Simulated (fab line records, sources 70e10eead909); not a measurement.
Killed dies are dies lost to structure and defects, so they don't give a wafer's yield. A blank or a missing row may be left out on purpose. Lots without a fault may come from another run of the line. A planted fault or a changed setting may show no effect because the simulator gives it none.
Chamber matching | flow nand_harc | NHARC_A_STAIRCASE_DEP_280 on pecvd-03: 3 sister chambers
The step deposits SiON, target thk 30 nm. 3 wafers are shown with their chamber, then 7 later ones without.

WAFERS WITH THEIR CHAMBER
wafer  | chamber | heater_power_w (W)
L083.4 | 1       | 687
L094.1 | 2       | 857
L094.2 | 0       | 645

WAFERS WITHOUT THEIR CHAMBER
wafer  | heater_power_w (W)
L094.3 | 796
L093.4 | 919
L093.5 | 764
L093.6 | 574
L095.1 | 774
L095.4 | 762
L095.6 | 571

WHICH CHAMBER EACH WENT THROUGH
wafer  | from the rows above          | in truth
L094.3 | can't be placed: 2 or 1 or 0 | 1
L093.4 | 2                            | 2
L093.5 | can't be placed: 1 or 2 or 0 | 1
L093.6 | can't be placed: 0 or 1      | 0
L095.1 | can't be placed: 2 or 1 or 0 | 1
L095.4 | can't be placed: 1 or 2 or 0 | 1
L095.6 | can't be placed: 0 or 1      | 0
Placed correctly: 1 of 7. Can't be placed from these rows: 6 (the true chamber is among the candidates in 6). Placed wrongly: 0.
How it was worked out, from the rows above alone: a wafer's distance from a chamber is the root of the sum, over the readings, of the square of ((its reading less the chamber's mean) divided by the reading's scatter). The wafer belongs to the nearest chamber; if the next one is less than 2 further off, it can't be placed. A chamber's mean is the mean of its shown wafers. The scatter: with one shown wafer a chamber, the root of the mean of the squares of how far each hidden wafer lies from its nearest shown one.
